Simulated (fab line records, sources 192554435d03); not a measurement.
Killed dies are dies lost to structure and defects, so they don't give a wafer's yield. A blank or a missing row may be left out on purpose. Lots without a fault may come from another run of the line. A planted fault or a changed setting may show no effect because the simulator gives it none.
Which tool did it? | flow n5_finfet | 15 lots, 45 wafers sampled, at 7 steps of a route of 1938

WHAT THE GAUGES READ, wafer by wafer
N5_BEOL_M0_SAQP_OVL_MEAS_15.
lot  | measured     | on         | M0_CORE_OVL (nm)
L417 | day 5 15:09  | overlay-02 | -0.1 0.3 1.1
L418 | day 5 23:54  | overlay-01 | -0.6 -0.2 -1.1
L419 | day 6 14:48  | overlay-02 | -0.2 1.1 -0.1
L420 | day 6 17:59  | overlay-01 | -0.6 -1.2 -1.1
L421 | day 6 21:29  | overlay-01 | 0.8 0.4 0.8
L422 | day 7 02:42  | overlay-01 | -0.8 -1.1 -0.4
L423 | day 7 05:17  | overlay-01 | -0.6 -0.9 -0.5
L426 | day 7 14:56  | overlay-02 | -0.5 0.6 -0.1
L427 | day 8 01:34  | overlay-02 | -1.8 -1.3 -2.1
L428 | day 8 08:12  | overlay-02 | 0.8 0.0 0.2
L429 | day 8 13:14  | overlay-01 | -0.7 0.2 -1.0
L432 | day 9 08:37  | overlay-02 | 0.2 1.3 0.2
L438 | day 10 21:27 | overlay-02 | -0.2 -0.2 0.8
L437 | day 11 00:32 | overlay-01 | 0.4 0.0 -0.5
L440 | day 11 06:37 | overlay-02 | -0.8 0.5 0.5

N5_BEOL_M0_SAQP_CD_MEAS_25: target cd 13.1 nm.
lot  | measured     | on        | cd_nm (nm)
L417 | day 5 16:49  | cd_sem-03 | 12.68 12.81 13.20
L418 | day 6 01:49  | cd_sem-03 | 13.26 12.88 12.87
L419 | day 6 18:16  | cd_sem-01 | 12.76 12.85 12.58
L420 | day 6 19:58  | cd_sem-03 | 13.00 13.28 12.86
L421 | day 6 23:36  | cd_sem-02 | 13.03 12.34 12.71
L422 | day 7 04:55  | cd_sem-01 | 12.73 12.94 12.83
L423 | day 7 07:35  | cd_sem-01 | 13.12 12.54 12.46
L426 | day 7 16:45  | cd_sem-03 | 12.86 12.92 12.98
L427 | day 8 03:12  | cd_sem-01 | - - -
L428 | day 8 10:13  | cd_sem-01 | - - -
L429 | day 8 15:25  | cd_sem-01 | - - -
L432 | day 9 11:10  | cd_sem-01 | 13.09 12.91 12.98
L438 | day 11 00:23 | cd_sem-03 | 12.80 12.94 12.34
L437 | day 11 02:39 | cd_sem-01 | 12.63 13.09 12.85
L440 | day 11 08:20 | cd_sem-03 | 12.60 12.75 12.90

N5_BEOL_M4_RC_MEAS_101.
lot  | measured     | on        | DIBL_N (mV/V)  | DIBL_P (mV/V)  | IOFF_N (nA/um)    | IOFF_P (nA/um) | ION_N (uA/um) | ION_P (uA/um) | SS_N (mV/dec)  | SS_P (mV/dec)  | VT_N (mV)         | VT_P (mV)
L417 | day 7 17:38  | prober-01 | 35.5 34.1 34.8 | 35.6 33.7 34.4 | 0.172 0.148 0.159 | 0.26 0.23 0.24 | 685 678 681   | 473 478 474   | 71.3 71.3 71.0 | 73.5 73.0 72.9 | 250.0 248.9 248.9 | -243 -246 -244
L418 | day 8 04:54  | prober-01 | 34.3 38.8 36.5 | 33.6 39.7 35.2 | 0.129 0.233 0.155 | 0.19 0.29 0.22 | 660 687 672   | 462 468 457   | 71.6 72.8 72.1 | 72.8 74.8 73.3 | 250.5 243.2 251.0 | -248 -244 -247
L419 | day 9 00:26  | prober-01 | 34.8 36.4 32.5 | 34.6 37.3 32.9 | 0.127 0.172 0.114 | 0.20 0.26 0.19 | 660 683 669   | 460 474 470   | 71.4 71.5 70.7 | 71.7 73.3 72.3 | 253.8 250.2 250.5 | -248 -246 -247
L420 | day 9 04:48  | prober-02 | 36.3 38.0 36.7 | 36.2 39.1 35.7 | 0.161 0.208 0.169 | 0.22 0.28 0.21 | 674 682 674   | 462 465 454   | 71.1 72.0 71.8 | 74.1 73.7 73.2 | 249.6 246.3 250.4 | -247 -248 -247
L421 | day 9 12:25  | prober-02 | 37.0 35.1 34.3 | 38.7 36.5 35.6 | 0.187 0.160 0.139 | 0.24 0.20 0.18 | 680 680 673   | 455 468 459   | 72.2 71.6 71.5 | 74.2 73.1 73.1 | 246.1 248.8 249.6 | -249 -253 -255
L422 | day 9 14:31  | prober-01 | 37.4 37.1 35.0 | 35.6 36.0 33.4 | 0.178 0.178 0.136 | 0.20 0.21 0.16 | 674 686 664   | 456 458 448   | 71.8 71.6 71.7 | 73.3 73.6 72.4 | 247.8 249.2 253.0 | -255 -253 -255
L423 | day 9 05:35  | prober-01 | 35.8 37.2 35.4 | 37.4 38.3 36.6 | 0.168 0.183 0.158 | 0.24 0.24 0.21 | 689 681 666   | 473 463 459   | 71.4 71.7 70.7 | 73.3 73.6 73.8 | 248.0 246.9 249.3 | -249 -247 -252
L426 | day 10 05:20 | prober-02 | 35.6 35.7 36.2 | 34.3 35.1 34.6 | 0.140 0.142 0.146 | 0.19 0.19 0.19 | 666 663 670   | 456 457 462   | 71.3 70.9 71.1 | 72.4 72.9 72.4 | 253.3 251.2 250.4 | -252 -250 -250
L432 | day 11 15:05 | prober-02 | 34.8 34.5 34.4 | 35.3 34.6 35.7 | 0.136 0.142 0.152 | 0.16 0.16 0.17 | 656 669 681   | 454 453 458   | 71.0 70.9 71.0 | 73.2 73.3 72.9 | 249.6 250.4 247.1 | -255 -254 -254
L438 | day 13 03:45 | prober-02 | 40.2 35.4 37.4 | 39.1 34.9 37.0 | 0.228 0.132 0.165 | 0.27 0.19 0.22 | 677 672 682   | 468 462 465   | 72.5 70.7 71.2 | 74.4 72.5 73.3 | 246.0 252.0 247.7 | -248 -254 -249
L437 | day 13 21:21 | prober-02 | 36.1 37.1 37.0 | 34.4 36.0 36.6 | 0.142 0.142 0.158 | 0.15 0.17 0.18 | 664 643 674   | 450 441 450   | 70.9 71.9 71.8 | 72.8 73.1 73.2 | 249.5 253.3 248.2 | -258 -254 -255
L440 | day 14 04:16 | prober-02 | 36.1 35.0 38.2 | 36.2 35.4 39.4 | 0.149 0.136 0.190 | 0.18 0.17 0.24 | 665 678 675   | 456 459 462   | 71.0 70.9 71.5 | 72.9 73.7 74.2 | 252.6 253.1 249.5 | -253 -255 -248

WHICH TOOL RAN EACH LOT (tool, then ch and the chambers of the sampled wafers, then the start)
lot  | N5_BEOL_M0_SAQP_PECVD_97        | N5_BEOL_M0_SAQP_PECVD_04        | N5_BEOL_M0_SAQP_MANDREL_ETCH_20  | N5_BEOL_M0_SAQP_SPACER1_ETCHBACK_99
L417 | pecvd-03 ch 0,2, day 5 14:37    | pecvd-03 ch 0,2, day 5 14:40    | rie_si-05 ch 1,2, day 5 15:29    | rie_diel-02 ch 1,3, day 5 16:37
L418 | pecvd-03 ch 0,1, day 5 23:23    | pecvd-03 ch 0,1, day 5 23:25    | rie_si-02 ch 1,2,3, day 6 00:20  | rie_diel-04 ch 0,1,3, day 6 01:37
L419 | pecvd-02 ch 0,1,2, day 6 14:15  | pecvd-02 ch 0,1,2, day 6 14:17  | rie_si-02 ch 1,3, day 6 15:08    | rie_diel-02 ch 0,2,3, day 6 18:05
L420 | pecvd-02 ch 0,1,2, day 6 17:28  | pecvd-02 ch 0,1,2, day 6 17:30  | rie_si-02 ch 0,2,3, day 6 18:40  | rie_diel-02 ch 1,2,3, day 6 19:46
L421 | pecvd-02 ch 0,2, day 6 20:50    | pecvd-02 ch 0,2, day 6 20:53    | rie_si-02 ch 1,3, day 6 21:49    | rie_diel-04 ch 2,3, day 6 23:25
L422 | pecvd-02 ch 0,2, day 7 02:02    | pecvd-02 ch 0,2, day 7 02:05    | rie_si-03 ch 0,1, day 7 03:08    | rie_diel-04 ch 0,1, day 7 04:43
L423 | pecvd-01 ch 1,2, day 7 04:37    | pecvd-01 ch 1,2, day 7 04:40    | rie_si-05 ch 0,1,3, day 7 05:44  | rie_diel-04 ch 0,2,3, day 7 07:23
L426 | pecvd-02 ch 0,1, day 7 14:25    | pecvd-02 ch 0,1, day 7 14:27    | rie_si-05 ch 2,3, day 7 15:19    | rie_diel-02 ch 0,1,2, day 7 16:33
L427 | pecvd-01 ch 0,2, day 8 00:54    | pecvd-01 ch 0,2, day 8 00:56    | rie_si-05 ch 0,2,3, day 8 01:55  | rie_diel-03 ch 2,3, day 8 03:01
L428 | pecvd-01 ch 0,1,2, day 8 07:41  | pecvd-01 ch 0,1,2, day 8 07:43  | rie_si-03 ch 2,3, day 8 08:47    | rie_diel-03 ch 0,1, day 8 10:01
L429 | pecvd-02 ch 1,2, day 8 12:30    | pecvd-02 ch 1,2, day 8 12:34    | rie_si-05 ch 0,3, day 8 13:34    | rie_diel-03 ch 1,2, day 8 15:13
L432 | pecvd-03 ch 0,1, day 9 08:06    | pecvd-03 ch 0,1, day 9 08:08    | rie_si-03 ch 0,1,3, day 9 09:06  | rie_diel-03 ch 0,1,2, day 9 10:58
L438 | pecvd-02 ch 0,2, day 10 20:45   | pecvd-02 ch 0,2, day 10 20:49   | rie_si-03 ch 0,2,3, day 10 22:25 | rie_diel-04 ch 2,3, day 11 00:11
L437 | pecvd-02 ch 0,1,2, day 10 23:53 | pecvd-02 ch 0,1,2, day 10 23:56 | rie_si-05 ch 0,1,2, day 11 00:52 | rie_diel-04 ch 2,3, day 11 02:27
L440 | pecvd-02 ch 0,1, day 11 06:05   | pecvd-02 ch 0,1, day 11 06:08   | rie_si-05 ch 0,1, day 11 06:58   | rie_diel-04 ch 1,2, day 11 08:08
- N5_BEOL_M0_SAQP_PECVD_97: deposits SiNx from SiH4/NH3/N2, target thk 23 nm, time 19.9 s.
- N5_BEOL_M0_SAQP_PECVD_04: deposits a-Si from SiH4/He, target thk 60 nm, time 60.2 s.
- N5_BEOL_M0_SAQP_MANDREL_ETCH_20: etches a-Si in HBr/Cl2, stops on SiNx, target depth 60 nm, bt time 10 s, time 30 s.
- N5_BEOL_M0_SAQP_SPACER1_ETCHBACK_99: etches SiO2 in CHF3/O2, target depth 15.4 nm, time 7.7 s.

WHAT THE TOOLS THEMSELVES READ (means of the sampled wafers that have a number; where no wafer has one, the mark that the record gives instead)
N5_BEOL_M0_SAQP_PECVD_97.
lot  | tool     | heater_power_w (W) | showerhead_plenum_p_Torr (Torr) | throttle_valve_pct (%)
L417 | pecvd-03 | 469                | 5.14                            | 40.2
L418 | pecvd-03 | 482                | 5.13                            | 40.7
L419 | pecvd-02 | 623                | 5.16                            | 39.1
L420 | pecvd-02 | 648                | 5.17                            | 39.1
L421 | pecvd-02 | 629                | 5.15                            | 39.1
L422 | pecvd-02 | 577                | 5.15                            | 39.2
L423 | pecvd-01 | 582                | 5.15                            | 38.5
L426 | pecvd-02 | 598                | 5.19                            | 40.3
L427 | pecvd-01 | 581                | 5.16                            | 39.0
L428 | pecvd-01 | 548                | 5.12                            | 39.8
L429 | pecvd-02 | 679                | 5.20                            | 39.3
L432 | pecvd-03 | 475                | 5.11                            | 41.4
L438 | pecvd-02 | 650                | 5.14                            | 38.6
L437 | pecvd-02 | 679                | 5.18                            | 39.4
L440 | pecvd-02 | 645                | 5.21                            | 40.3

N5_BEOL_M0_SAQP_PECVD_04.
lot  | tool     | heater_power_w (W) | showerhead_plenum_p_Torr (Torr) | throttle_valve_pct (%)
L417 | pecvd-03 | 579                | 5.67                            | 18.3
L418 | pecvd-03 | 538                | 5.67                            | 18.5
L419 | pecvd-02 | 677                | 5.70                            | 17.9
L420 | pecvd-02 | 711                | 5.68                            | 17.9
L421 | pecvd-02 | 623                | 5.67                            | 18.0
L422 | pecvd-02 | 667                | 5.67                            | 17.9
L423 | pecvd-01 | 650                | 5.67                            | 17.5
L426 | pecvd-02 | 649                | 5.71                            | 18.3
L427 | pecvd-01 | 630                | 5.69                            | 17.7
L428 | pecvd-01 | 637                | 5.64                            | 18.2
L429 | pecvd-02 | 795                | 5.71                            | 18.0
L432 | pecvd-03 | 513                | 5.65                            | 18.9
L438 | pecvd-02 | 709                | 5.67                            | 17.4
L437 | pecvd-02 | 708                | 5.69                            | 18.2
L440 | pecvd-02 | 661                | 5.72                            | 18.4

N5_BEOL_M0_SAQP_MANDREL_ETCH_20.
lot  | tool      | HBr_flow_sccm (sccm) | bias_w (W) | drypump_motor_current_A (A) | mfc_cl2_sccm (sccm) | oes_product_au (a.u.) | throttle_valve_pct (%)
L417 | rie_si-05 | 149.9                | 75.31      | 6.1                         | 80.28               | 0.760                 | 35.4
L418 | rie_si-02 | 150.1                | 75.20      | 6.2                         | 80.01               | 0.768                 | 35.3
L419 | rie_si-02 | 150.0                | 74.97      | 6.4                         | 79.80               | 0.762                 | 35.2
L420 | rie_si-02 | 150.2                | 75.21      | 6.3                         | 79.73               | 0.777                 | 35.4
L421 | rie_si-02 | 150.3                | 75.07      | 6.4                         | 80.11               | 0.765                 | 35.2
L422 | rie_si-03 | 150.0                | 74.81      | 5.8                         | 79.88               | 0.766                 | 35.7
L423 | rie_si-05 | 150.1                | 75.09      | 5.9                         | 79.99               | 0.767                 | 35.3
L426 | rie_si-05 | 150.0                | 75.08      | 6.1                         | 80.03               | 0.766                 | 35.3
L427 | rie_si-05 | -                    | -          | -                           | -                   | -                     | -
L428 | rie_si-03 | -                    | -          | -                           | -                   | -                     | -
L429 | rie_si-05 | -                    | -          | -                           | -                   | -                     | -
L432 | rie_si-03 | 149.9                | 75.07      | 5.7                         | 80.31               | 0.761                 | 35.8
L438 | rie_si-03 | 149.6                | 75.05      | 5.6                         | 79.90               | 0.766                 | 36.0
L437 | rie_si-05 | 150.3                | 75.06      | 5.9                         | 79.84               | 0.775                 | 35.4
L440 | rie_si-05 | 149.7                | 74.97      | 5.8                         | 80.18               | 0.775                 | 35.4

N5_BEOL_M0_SAQP_SPACER1_ETCHBACK_99.
lot  | tool        | drypump_motor_current_A (A) | oes_product_au (a.u.) | rf_vpp_V (V) | showerhead_plenum_p_Torr (Torr) | throttle_valve_pct (%)
L417 | rie_diel-02 | 6.2                         | 0.94                  | 528          | 2.53                            | 18.7
L418 | rie_diel-04 | 5.9                         | 0.74                  | 528          | 2.46                            | 18.8
L419 | rie_diel-02 | 6.1                         | 0.87                  | 533          | 2.48                            | 18.8
L420 | rie_diel-02 | 6.2                         | 0.91                  | 530          | 2.49                            | 18.5
L421 | rie_diel-04 | 5.7                         | 0.74                  | 532          | 2.50                            | 19.0
L422 | rie_diel-04 | 6.1                         | 0.74                  | 534          | 2.47                            | 18.8
L423 | rie_diel-04 | 5.7                         | 0.73                  | 530          | 2.46                            | 19.1
L426 | rie_diel-02 | 5.7                         | 0.83                  | 528          | 2.43                            | 18.7
L427 | rie_diel-03 | 5.2                         | 0.31                  | 512          | 2.47                            | 18.8
L428 | rie_diel-03 | 6.0                         | 0.28                  | 508          | 2.34                            | 18.9
L429 | rie_diel-03 | 5.7                         | 0.29                  | 507          | 2.34                            | 18.9
L432 | rie_diel-03 | 5.7                         | 0.76                  | 513          | 2.38                            | 19.0
L438 | rie_diel-04 | 5.7                         | 0.81                  | 532          | 2.48                            | 18.9
L437 | rie_diel-04 | 5.7                         | 0.81                  | 532          | 2.48                            | 18.9
L440 | rie_diel-04 | 5.9                         | 0.72                  | 537          | 2.49                            | 19.1

THE ANSWER, worked out from the rows above alone
Rule: what is usual is taken from the lots themselves. Put in order of their means at a reading, lots are off if they are a third of the lots or fewer, leave a main group of 4 or more, and stand apart from it by a gap of 3 or more times the standard deviation of the main group's means; of several such gaps the widest counts. A main group whose means are all the same, to the digits that the tables above print for the reading, isn't used. A lot without any number at a reading at which 4 lots or more have one is off too. The other lots that the step has rows for count as sound. The gauges are gone through in route order, then the tools' own readings, and for those a lot's mean is taken as printed above. The first step at which some lot is off is used, and at that step the reading that is off furthest; a lot without a number counts as furthest.
Off: L427, L428, L429, at N5_BEOL_M0_SAQP_CD_MEAS_25 (cd_nm). Without a number there: L427, L428, L429. The main group: mean 12.84 nm, standard deviation 0.12.
A tool fits if, at a process step before that reading, it ran every lot that is off, and no sound lot after the first of them. The gauges at N5_BEOL_M0_SAQP_CD_MEAS_25 aren't tried: what is off there is off at N5_BEOL_M0_SAQP_MANDREL_ETCH_20 too, on other tools, and a gauge's error can't cause that. None of those tried fits.

WHAT THE SIMULATOR HAD PUT IN
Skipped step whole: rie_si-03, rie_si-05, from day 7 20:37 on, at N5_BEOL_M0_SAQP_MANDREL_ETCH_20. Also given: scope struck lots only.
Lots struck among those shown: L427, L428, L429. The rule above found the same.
